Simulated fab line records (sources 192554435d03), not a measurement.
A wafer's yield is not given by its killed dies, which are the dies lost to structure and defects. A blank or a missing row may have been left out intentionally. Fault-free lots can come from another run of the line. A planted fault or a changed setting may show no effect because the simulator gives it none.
Matching of chambers -- flow n5Finfet -- 4 sister chambers for N5_BEOL_M9_STRIP_36 on rieDiel-06
The step strips in N2/H2. 20 wafers are shown with their chamber, then 10 later ones without.

WAFERS, EACH WITH ITS CHAMBER
wafer,chamber,showerheadPlenumPTorr (Torr),drypumpMotorCurrentA (A),oesProductAu (a.u.)
L074.4,3,2.62,5.7,0.74
L074.5,2,2.56,6.1,0.77
L074.6,1,2.35,5.5,0.79
L076.1,2,2.56,6.1,0.75
L076.2,1,2.35,5.5,0.77
L076.5,0,2.64,5.9,0.73
L082.1,0,2.64,5.9,0.72
L082.2,1,2.35,5.5,0.76
L082.3,3,2.62,5.7,0.73
L082.4,2,2.55,6.0,0.75
L082.5,0,2.64,5.9,0.71
L082.6,1,2.35,5.5,0.77
L089.1,0,2.63,5.9,0.70
L089.3,1,2.34,5.5,0.76
L089.4,2,2.55,6.0,0.74
L092.1,0,2.63,5.9,0.71
L092.2,2,2.55,6.0,0.74
L092.3,3,2.61,5.7,0.72
L092.4,1,2.34,5.5,0.75
L092.5,2,2.55,6.0,0.73

SIGNATURES, as means of the wafers listed above
reading,chamber 0,chamber 1,chamber 2,chamber 3,scatter within a chamber
showerheadPlenumPTorr,2.6360,2.3467,2.5533,2.6167,0.00532
drypumpMotorCurrentA,5.900,5.500,6.033,5.700,0.0289
oesProductAu,0.7140,0.7667,0.7467,0.7300,0.0127
Rule: a wafer's distance from a chamber is the root of the sum, over the readings, of the square of ((its reading less the chamber's mean) divided by the reading's scatter). If the next closest chamber is less than 2 further off than the closest, the wafer can't be placed; otherwise it belongs to the closest. The scatter: take each reading less its chamber's mean, square it, sum over the shown wafers, divide by the number of wafers less the number of chambers, and take the root.

WAFERS WITHOUT THEIR CHAMBER
wafer,showerheadPlenumPTorr (Torr),drypumpMotorCurrentA (A),oesProductAu (a.u.)
L092.6,2.61,5.7,0.72
L093.1,2.61,5.7,0.71
L093.4,2.54,6.0,0.73
L093.5,2.61,5.7,0.70
L095.2,2.61,5.7,0.70
L095.3,2.34,5.5,0.77
L095.5,2.54,6.1,0.72
L097.1,2.33,5.6,0.76
L097.2,2.62,5.9,0.70
L097.3,2.60,5.7,0.71

CHAMBER TAKEN BY EACH
wafer,from the rows above,in truth
L092.6,3,3
L093.1,3,3
L093.4,2,2
L093.5,3,3
L095.2,3,3
L095.3,1,1
L095.5,2,2
L097.1,1,1
L097.2,0,0
L097.3,3,3
Correct placement for 10 of the 10. Can't be placed from these rows: 0. Wrongly placed: 0.
